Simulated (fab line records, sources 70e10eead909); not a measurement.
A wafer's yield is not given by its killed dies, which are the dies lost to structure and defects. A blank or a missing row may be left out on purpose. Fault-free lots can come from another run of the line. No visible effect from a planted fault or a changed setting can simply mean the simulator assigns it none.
fab line records -- flow nandHarc
record: lots: 13, wafers: 39, lastDay: 25
route steps=1159 shown A_CHANNEL_HOLE_D1@476 A_CHANNEL_FILL_D1@507 END@1159
lots that met no fault: from a run of the same line without faults
startH: start of the lot's first displayed wafer, in hours after the record's first day -- waitH: hours elapsed since this lot's preceding step -- " same as the row above -- L1.1+2: a row that stands for several wafers -- - no value, or no start was given -- * or withheld: withheld -- < > ~ a bound
route shown NAME@n: NAME is a module with steps in the file, n the number in the route of the first one -- usual: average and standard deviation across the fault-free wafers -- same: alike in all rows -- chamber/n: place in a boat -- sites: per-site readings -- _std_site: the values' standard deviation -- _edge_site: mean of outer sites minus mean of inner sites -- radiusMm: for every site, how far away it sits from the centre of the wafer -- mask NAME#n: copy n -- behind: the last tool/chamber to shape the wafer -- hold: what put the lot on hold/how long, in hours/how the hold closed -- device: which transistor (n, p or np) failed to switch -- end of line: the tests these same wafers got at the end of their route -- where a step has no rows: the recipe by itself -- killed: dies that structure and defects cost at the first sort, which is not the same as the wafer's yield -- map: a wafer's dies, x killed, . not, _ none there
set.NAME: the setting the step ran with; set.NAME@STEP: the setting that earlier step ran with -- model.NAME: the simulator's own value behind a step, which no gauge read
the route's steps for a sample of lots (tables are steps, rows are wafers)
services: a tool's chamber out of use, with start hour (startH, from the record's first day; less than 0 if before it), hours out, and reason
== steps ==
step: NHARC_A_CHANNEL_HOLE_D1_ETCH_24
recipe: biasV: 5000, sourceW: withheld, pressureMtorr: 20, timeS: 906.2, arFlowSccm: 375, c4f8FlowSccm: 93.8, o2FlowSccm: 31.2, tempC: -20, targetDepthA: 15000, chemistry: C4F8/O2/Ar
usual: c4f8FlowSccm: 93.79/0.26, drypumpMotorCurrentA: 5.4/0.37, escClampCurrentUA: 0.0208/0.00038, showerheadPlenumPTorr: 3.75/0.091, throttleValvePct: 32.236/0.0094
lot.wafer,tool,chamber,startH,waitH,c4f8FlowSccm,drypumpMotorCurrentA,escClampCurrentUA,rfHoursCounterH,showerheadPlenumPTorr,throttleValvePct
L269.4,harEtch-02,0,187.77,0.6,93.94,5.4,0.0207,-,3.64,32.254
L269.6,harEtch-02,0,187.77,0.6,93.86,5.4,0.0206,-,3.64,32.247
L269.5,harEtch-02,1,187.77,0.6,94.11,4.9,0.0208,-,3.87,32.224
L270.1,harEtch-01,1,190.27,0.6,93.31,5.7,0.0214,198,3.82,32.225
L270.4,harEtch-01,1,190.27,0.6,93.66,5.7,0.0213,-,3.82,32.226
L270.6,harEtch-01,1,190.27,0.6,93.56,5.7,0.0214,-,3.82,32.229
L271.3,harEtch-01,1,199.11,0.6,93.83,5.7,0.0214,-,3.81,32.242
L271.6,harEtch-01,0,199.11,0.6,94.10,5.9,0.0203,-,3.74,32.240
L271.5,harEtch-01,1,199.11,0.6,93.79,5.7,0.0214,-,3.81,32.221
L275.1,harEtch-01,1,224.01,0.6,93.07,5.7,0.0214,215,3.81,32.237
L275.4,harEtch-01,0,224.01,0.6,94.28,5.9,0.0203,-,3.74,32.244
L275.5,harEtch-01,0,224.01,0.6,93.83,5.9,0.0204,-,3.74,32.236
L278.1,harEtch-02,0,237.82,0.6,93.90,5.4,0.0208,123,3.62,32.236
L278.2,harEtch-02,1,237.82,0.6,93.96,4.9,0.0208,123,3.86,32.230
L278.6,harEtch-02,1,237.82,0.6,93.91,4.9,0.0207,-,3.86,32.214
L279.2,harEtch-01,1,238.92,0.6,93.82,5.7,0.0214,222,3.80,32.245
L279.1,harEtch-01,0,238.92,0.6,94.09,5.9,0.0203,222,3.73,32.252
L279.3,harEtch-01,1,238.92,0.6,93.99,5.7,0.0214,-,3.80,32.248
L283.1,harEtch-01,0,279.21,0.6,93.34,5.9,0.0203,239,3.72,32.236
L283.4,harEtch-01,0,279.21,0.6,93.93,5.9,0.0203,-,3.72,32.249
L283.5,harEtch-01,1,279.21,0.6,93.96,5.7,0.0215,-,3.79,32.239
L286.3,harEtch-02,0,283.05,0.6,93.94,5.4,0.0208,-,3.61,32.256
L286.5,harEtch-02,0,283.05,0.6,93.54,5.4,0.0207,-,3.61,32.234
L286.6,harEtch-02,1,283.05,0.6,93.71,4.9,0.0207,-,3.85,32.243
L288.2,harEtch-02,1,292.34,0.6,93.98,4.9,0.0208,147,3.84,32.238
L288.3,harEtch-02,0,292.34,0.6,93.94,5.4,0.0207,-,3.61,32.236
L288.5,harEtch-02,1,292.34,0.6,93.95,4.9,0.0207,-,3.84,32.234
L287.2,harEtch-01,0,295.40,0.6,93.65,5.9,0.0203,246,3.72,32.242
L287.4,harEtch-01,0,295.40,0.6,94.00,5.8,0.0203,-,3.72,32.243
L287.5,harEtch-01,1,295.40,0.6,93.82,5.7,0.0214,-,3.79,32.233
L291.1,harEtch-02,1,309.69,0.6,93.89,4.9,0.0208,154,3.84,32.242
L291.5,harEtch-02,1,309.69,0.6,93.43,4.9,0.0208,-,3.84,32.237
L291.6,harEtch-02,0,309.69,0.6,93.75,5.4,0.0207,-,3.61,32.217
L289.1,harEtch-02,1,314.00,0.6,93.81,4.9,0.0207,158,3.84,32.229
L289.3,harEtch-02,1,314.00,0.6,93.89,4.9,0.0208,-,3.84,32.232
L289.5,harEtch-02,0,314.00,0.6,93.69,5.4,0.0207,-,3.61,32.238
L290.3,harEtch-02,0,318.43,0.6,93.43,5.4,0.0208,-,3.60,32.248
L290.6,harEtch-02,1,318.43,0.6,93.72,4.9,0.0208,-,3.84,32.237
L290.5,harEtch-02,0,318.43,0.6,93.78,5.4,0.0207,-,3.60,32.242
step: NHARC_A_CHANNEL_HOLE_D1_CD_MEAS_30
usual: cdNm: 90.5/1.6
lot.wafer,tool,chamber,startH,waitH,cdNm
L269.4,cdSem-01,-,191.32,-,92.8
L269.5,cdSem-01,-,191.32,-,90.5
L269.6,cdSem-01,-,191.32,-,91.6
L270.1,cdSem-02,-,193.52,-,91.8
L270.4,cdSem-02,-,193.52,-,89.9
L270.6,cdSem-02,-,193.52,-,90.4
L271.3,cdSem-02,-,202.12,-,90.3
L271.5,cdSem-02,-,202.12,-,89.9
L271.6,cdSem-02,-,202.12,-,92.5
L275.1,cdSem-03,-,227.26,-,92.0
L275.4,cdSem-03,-,227.26,-,88.3
L275.5,cdSem-03,-,227.26,-,90.8
L278.1,cdSem-01,-,241.20,-,92.9
L278.2,cdSem-01,-,241.20,-,91.6
L278.6,cdSem-01,-,241.20,-,92.2
L279.1,cdSem-03,-,242.31,-,88.3
L279.2,cdSem-03,-,242.31,-,88.6
L279.3,cdSem-03,-,242.31,-,90.2
L283.1,cdSem-01,-,282.60,-,91.2
L283.4,cdSem-01,-,282.60,-,92.4
L283.5,cdSem-01,-,282.60,-,89.4
L286.3,cdSem-03,-,286.18,-,90.2
L286.5,cdSem-03,-,286.18,-,90.0
L286.6,cdSem-03,-,286.18,-,90.4
L288.2,cdSem-03,-,295.60,-,89.5
L288.3,cdSem-03,-,295.60,-,90.2
L288.5,cdSem-03,-,295.60,-,86.8
L287.2,cdSem-03,-,298.66,-,91.3
L287.4,cdSem-03,-,298.66,-,86.4
L287.5,cdSem-03,-,298.66,-,91.2
L291.1,cdSem-01,-,313.09,-,89.9
L291.5,cdSem-01,-,313.09,-,92.3
L291.6,cdSem-01,-,313.09,-,91.6
L289.1,cdSem-02,-,317.27,-,89.7
L289.3,cdSem-02,-,317.27,-,89.0
L289.5,cdSem-02,-,317.27,-,91.4
L290.3,cdSem-03,-,321.43,-,92.0
L290.5,cdSem-03,-,321.43,-,91.3
L290.6,cdSem-03,-,321.43,-,89.1
step: NHARC_A_CHANNEL_HOLE_D1_INSPECT_40
usual: rawDefectCount: 56/14
lot.wafer,tool,chamber,startH,waitH,rawDefectCount
L269.4,defectInspect-02,-,191.50,-,29
L269.5,defectInspect-02,-,191.50,-,56
L269.6,defectInspect-02,-,191.50,-,47
L270.1,defectInspect-02,-,193.71,-,94
L270.4,defectInspect-02,-,193.71,-,48
L270.6,defectInspect-02,-,193.71,-,49
L271.3,defectInspect-01,-,202.30,-,59
L271.5,defectInspect-01,-,202.30,-,62
L271.6,defectInspect-01,-,202.30,-,43
L275.1,defectInspect-01,-,227.47,-,61
L275.4,defectInspect-01,-,227.47,-,68
L275.5,defectInspect-01,-,227.47,-,66
L278.1,defectInspect-01,-,241.39,-,44
L278.2,defectInspect-01,-,241.39,-,74
L278.6,defectInspect-01,-,241.39,-,62
L279.1,defectInspect-01,-,242.50,-,67
L279.2,defectInspect-01,-,242.50,-,97
L279.3,defectInspect-01,-,242.50,-,76
L283.1,defectInspect-02,-,282.78,-,50
L283.4,defectInspect-02,-,282.78,-,68
L283.5,defectInspect-02,-,282.78,-,59
L286.3,defectInspect-01,-,286.37,-,77
L286.5,defectInspect-01,-,286.37,-,43
L286.6,defectInspect-01,-,286.37,-,51
L288.2,defectInspect-02,-,295.79,-,74
L288.3,defectInspect-02,-,295.79,-,74
L288.5,defectInspect-02,-,295.79,-,53
L287.2,defectInspect-02,-,298.85,-,62
L287.4,defectInspect-02,-,298.85,-,70
L287.5,defectInspect-02,-,298.85,-,55
L291.1,defectInspect-01,-,313.27,-,51
L291.5,defectInspect-01,-,313.27,-,43
L291.6,defectInspect-01,-,313.27,-,61
L289.1,defectInspect-01,-,317.46,-,28
L289.3,defectInspect-01,-,317.46,-,57
L289.5,defectInspect-01,-,317.46,-,64
L290.3,defectInspect-01,-,321.62,-,87
L290.5,defectInspect-01,-,321.62,-,46
L290.6,defectInspect-01,-,321.62,-,62
step: NHARC_A_CHANNEL_FILL_D1_ALD_25
recipe: targetThkA: 600, pulseTimeS: 10, aldCycles: 600, tempC: 300, material: SiOx
usual: aldCycles: 600/0, heaterPowerOuterW: 268/37, heaterPowerW: 476/58, precursorPulseHeightRel: 1.005/0.021
lot.wafer,tool,chamber,startH,waitH,aldCycles,heaterPowerOuterW,heaterPowerW,precursorPulseHeightRel
L270.4,aldHk-02,0,230.41,0.1,600,290,490,0.989
L270.1,aldHk-02,3,232.21,1.9,600,269,514,1.053
L270.6,aldHk-02,0,232.21,1.9,600,287,484,1.015
L269.4,aldHk-04,2,232.21,1.9,600,217,411,0.995
L269.5,aldHk-04,3,232.21,1.9,600,262,436,1.040
L269.6,aldHk-04,0,232.21,1.9,600,250,438,1.019
L271.3,aldHk-04,1,239.27,1.1,600,272,491,0.987
L271.5,aldHk-04,0,241.13,2.9,600,250,439,0.975
L271.6,aldHk-04,1,241.13,2.9,600,274,503,0.993
L275.1,aldHk-01,2,264.46,1.3,600,242,455,0.992
L275.4,aldHk-01,3,264.46,1.3,600,242,436,0.988
L275.5,aldHk-01,1,266.32,3.2,600,253,397,1.044
L279.3,aldHk-01,2,277.86,0.1,600,242,446,0.974
L279.2,aldHk-01,3,279.06,1.3,600,240,438,1.003
L279.1,aldHk-01,0,280.27,2.5,600,228,457,1.029
L278.2,aldHk-04,2,278.09,0.3,600,215,424,0.990
L278.1,aldHk-04,0,279.33,1.5,600,247,436,0.979
L278.6,aldHk-04,3,281.19,3.4,600,258,451,0.996
L283.1,aldHk-04,2,321.05,0.1,600,221,416,1.021
L283.4,aldHk-04,1,322.90,1.9,600,277,504,1.049
L283.5,aldHk-04,2,322.90,1.9,600,224,422,1.021
L286.3,aldHk-02,2,328.35,3.5,600,346,604,0.984
L286.6,aldHk-02,1,330.19,5.4,600,286,457,1.019
L286.5,aldHk-02,2,330.19,5.4,600,356,593,0.976
L288.3,aldHk-01,2,332.60,0.1,600,245,441,0.993
L288.2,aldHk-01,3,332.60,0.1,600,244,447,1.015
L288.5,aldHk-01,3,335.66,3.1,600,244,449,1.027
L287.4,aldHk-02,2,336.87,0.0,-,-,-,-
L287.2,aldHk-02,0,338.09,1.3,-,-,-,-
L287.5,aldHk-02,2,339.31,2.5,-,-,-,-
L289.1,aldHk-04,1,352.89,0.7,-,-,-,-
L289.3,aldHk-04,3,354.11,1.9,-,-,-,-
L289.5,aldHk-04,0,354.11,1.9,-,-,-,-
L291.1,aldHk-02,0,354.14,1.9,600,294,473,1.004
L291.6,aldHk-02,1,354.14,1.9,600,288,467,0.980
L291.5,aldHk-02,2,354.14,1.9,600,344,629,0.986
L290.3,aldHk-01,0,361.45,1.9,600,225,459,1.029
L290.5,aldHk-01,1,361.45,1.9,600,257,412,0.987
L290.6,aldHk-01,2,361.45,1.9,600,239,457,0.988
step: NHARC_END_SORT_01
recipe: tempC: 25
usual: killedAtArray: 27/11, killedAtOther: 0.7/1.1, killedAtPeriphery: 3.6/2.4, killedDies: 32/11, killedOpen: 3.3/1.8, killedShort: 2.1/1.5
same: grossDies: 677
lot.wafer,tool,chamber,startH,waitH,killedAtArray,killedAtOther,killedAtPeriphery,killedDies,killedOpen,killedShort
L287.2,prober-02,0,565.45,2.8,673,0,4,677,3,2
L287.4,prober-02,0,567.06,3.4,671,4,2,677,6,2
L287.5,prober-02,0,567.86,3.7,668,6,3,677,3,1
L289.1,prober-02,0,582.00,2.5,672,0,5,677,2,3
L289.3,prober-02,0,583.63,3.1,676,0,1,677,5,1
L289.5,prober-02,0,585.27,3.8,676,0,1,677,3,1
killed by level:class
L287.2 A_CHANNEL_FILL_D1:areaAld=644 A_CHANNEL_HOLE_D1:chamberFilmFlake=14 A_STAIRCASE:chamberFilmFlake=5 A_CONTACT:chamberFilmFlake=4 A_WL_FILL:geometricParticle:short=2 P_STI:chamberFilmFlake=2 A_ONON_D1:geometricParticle:open=1 A_CHANNEL_FILL_D1:geometricParticle:open=1
L287.4 A_CHANNEL_FILL_D1:areaAld=637 A_CHANNEL_HOLE_D1:chamberFilmFlake=13 A_STAIRCASE:chamberFilmFlake=13 THIN_TSV:chamberFilmFlake=3 A_WL_FILL:geometricParticle:short=2 A_CONTACT:chamberFilmFlake=2 P_GATE:geometricParticle:open=1 P_M0:geometricParticle:open=1
L287.5 A_CHANNEL_FILL_D1:areaAld=622 A_CHANNEL_HOLE_D1:chamberFilmFlake=25 A_STAIRCASE:chamberFilmFlake=11 A_CONTACT:chamberFilmFlake=6 THIN_TSV:chamberFilmFlake=6 P_STI:chamberFilmFlake=2 P_GATE:geometricParticle:open=1 A_WL_FILL:geometricParticle:short=1
L289.1 A_CHANNEL_FILL_D1:areaAld=634 A_SLIT:chamberFilmFlake=20 A_CONTACT:chamberFilmFlake=7 A_CHANNEL_HOLE_D1:chamberFilmFlake=4 A_WL_FILL:chamberFilmFlake=2 P_GATE:geometricParticle:short=1 P_CONTACT:geometricParticle:short=1 P_M1:geometricParticle:open=1
L289.3 A_CHANNEL_FILL_D1:areaAld=650 A_SLIT:chamberFilmFlake=7 A_CHANNEL_HOLE_D1:chamberFilmFlake=6 A_CONTACT:chamberFilmFlake=3 A_M0:geometricParticle:open=2 A_STAIRCASE:chamberFilmFlake=2 P_M1:geometricParticle:open=1 A_SOURCE_PLATE:geometricParticle:open=1
L289.5 A_CHANNEL_FILL_D1:areaAld=636 A_SLIT:chamberFilmFlake=17 A_CONTACT:chamberFilmFlake=8 A_CHANNEL_HOLE_D1:chamberFilmFlake=7 A_M0:geometricParticle:open=2 A_STAIRCASE:chamberFilmFlake=2 A_ONON_D1:geometricParticle:short=1 A_BLC:geometricParticle:open=1
== services ==
tool,chamber,startH,hours,kind
aldHk-04,-,187.27,10.0,pm
aldHk-04,0,187.27,10.0,ventCycle
aldHk-04,1,187.27,10.0,ventCycle
aldHk-04,2,187.27,10.0,ventCycle
aldHk-04,3,187.27,10.0,ventCycle
aldHk-04,0,197.27,-,clean
aldHk-04,1,197.27,-,clean
aldHk-04,2,197.27,-,clean
aldHk-04,3,197.27,-,clean
aldHk-01,-,206.34,0.9,repair
aldHk-01,-,216.59,1.0,repair
aldHk-01,-,228.79,10.0,pm
aldHk-01,0,228.79,10.0,ventCycle
aldHk-01,1,228.79,10.0,ventCycle
aldHk-01,2,228.79,10.0,ventCycle
aldHk-02,-,285.12,10.0,pm
harEtch-01,-,305.00,17.0,pm
harEtch-01,0,305.00,17.0,ventCycle
harEtch-01,1,305.00,17.0,ventCycle
aldHk-01,-,315.47,0.6,repair
harEtch-01,0,322.00,-,clean
harEtch-01,0,322.00,-,consumableReplace:focusRing
harEtch-01,1,322.00,-,clean
harEtch-01,1,322.00,-,consumableReplace:focusRing
== key ==
firstSign: step: NHARC_A_CHANNEL_FILL_D1_ALD_25, reading: toolRecord, direction: missing
effect: step: NHARC_END_SORT_01, reading: killedAtArray, direction: up, sigmas: 60, usual: 27, struck: 673
moreKillsBornAt: NHARC_A_CHANNEL_FILL_D1_ALD_25@aldHk-04: 1920, NHARC_A_CHANNEL_FILL_D1_ALD_25@aldHk-02: 1903
metAt NHARC_A_CHANNEL_FILL_D1_ALD_25
struckLots L287,L289
laterRowsLeftOut L287.2,L287.4,L287.5,L289.1,L289.3,L289.5
testerLeftOut L287,L289
notActingAt NHARC_A_CHANNEL_HOLE_D1_ETCH_24,NHARC_A_CHANNEL_HOLE_D1_CD_MEAS_30,NHARC_A_CHANNEL_HOLE_D1_INSPECT_40
onsetBetween 328.35 336.87
fault: kind: skippedStepWhole, tool: aldHk-02,aldHk-04, chamber: -, onsetH: 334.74, steps: NHARC_A_CHANNEL_FILL_D1_ALD_25, scope: struckLotsOnly
testerLeftOut: of these lots the tester's yield and bins aren't shown, on N5 and GAA mostly nor the transistor test; their killed dies are dies lost to structure and defects alone, not to doping, threshold or leakage, so they don't give the yield
laterRowsLeftOut: the simulator's readings of these wafers behind a module that went badly wrong aren't trusted and aren't shown, but for the sort
